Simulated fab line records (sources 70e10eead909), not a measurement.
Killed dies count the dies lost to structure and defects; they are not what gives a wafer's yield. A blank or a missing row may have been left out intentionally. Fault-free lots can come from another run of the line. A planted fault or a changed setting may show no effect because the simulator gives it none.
Matching of chambers || flow nand harc || ald hk-02 running NHARC_A_WL_FILL_ALD_00: 4 sister chambers
The step deposits Al2O3, target thk 3 nm, pulse time 3 s, ald cycles 30. 8 wafers are shown with their chamber, then 7 later ones without.

## WAFERS, EACH WITH ITS CHAMBER
{"wafer": "L079.3", "chamber": 3, "heater power w (W)": 425, "precursor pulse height rel": 1.003}
{"wafer": "L081.5", "chamber": 1, "heater power w (W)": 506, "precursor pulse height rel": 1.006}
{"wafer": "L081.6", "chamber": 2, "heater power w (W)": 450, "precursor pulse height rel": 0.989}
{"wafer": "L080.3", "chamber": 3, "heater power w (W)": 418, "precursor pulse height rel": 0.990}
{"wafer": "L080.4", "chamber": 1, "heater power w (W)": 506, "precursor pulse height rel": 0.999}
{"wafer": "L080.6", "chamber": 0, "heater power w (W)": 355, "precursor pulse height rel": 0.994}
{"wafer": "L084.2", "chamber": 2, "heater power w (W)": 447, "precursor pulse height rel": 1.000}
{"wafer": "L084.3", "chamber": 0, "heater power w (W)": 368, "precursor pulse height rel": 0.978}

## WAFERS MISSING THEIR CHAMBER
{"wafer": "L084.4", "heater power w (W)": 413, "precursor pulse height rel": 0.993}
{"wafer": "L087.2", "heater power w (W)": 358, "precursor pulse height rel": 0.998}
{"wafer": "L087.4", "heater power w (W)": 420, "precursor pulse height rel": 0.999}
{"wafer": "L087.5", "heater power w (W)": 449, "precursor pulse height rel": 0.983}
{"wafer": "L085.3", "heater power w (W)": 368, "precursor pulse height rel": 0.977}
{"wafer": "L085.5", "heater power w (W)": 499, "precursor pulse height rel": 0.993}
{"wafer": "L085.6", "heater power w (W)": 357, "precursor pulse height rel": 1.007}

## WHICH CHAMBER EACH WENT THROUGH
{"wafer": "L084.4", "from the rows above": 3, "in truth": 3}
{"wafer": "L087.2", "from the rows above": 0, "in truth": 0}
{"wafer": "L087.4", "from the rows above": 3, "in truth": 3}
{"wafer": "L087.5", "from the rows above": 2, "in truth": 2}
{"wafer": "L085.3", "from the rows above": 0, "in truth": 0}
{"wafer": "L085.5", "from the rows above": 1, "in truth": 1}
{"wafer": "L085.6", "from the rows above": 0, "in truth": 0}
Correct placement for 7 of the 7. Not placeable from these rows: 0. 0 placed wrongly.
How it was worked out, from the rows above alone: a wafer's distance from a chamber is the root of the sum, over the readings, of the square of ((its reading less the chamber's mean) divided by the reading's scatter). If the next closest chamber is less than 2 further off than the closest, the wafer can't be placed; otherwise it belongs to the closest. The mean given for a chamber averages the wafers shown for that chamber. The scatter: the root of (the sum of the squares of (reading less its chamber's mean) over the shown wafers, divided by (wafers less chambers)).
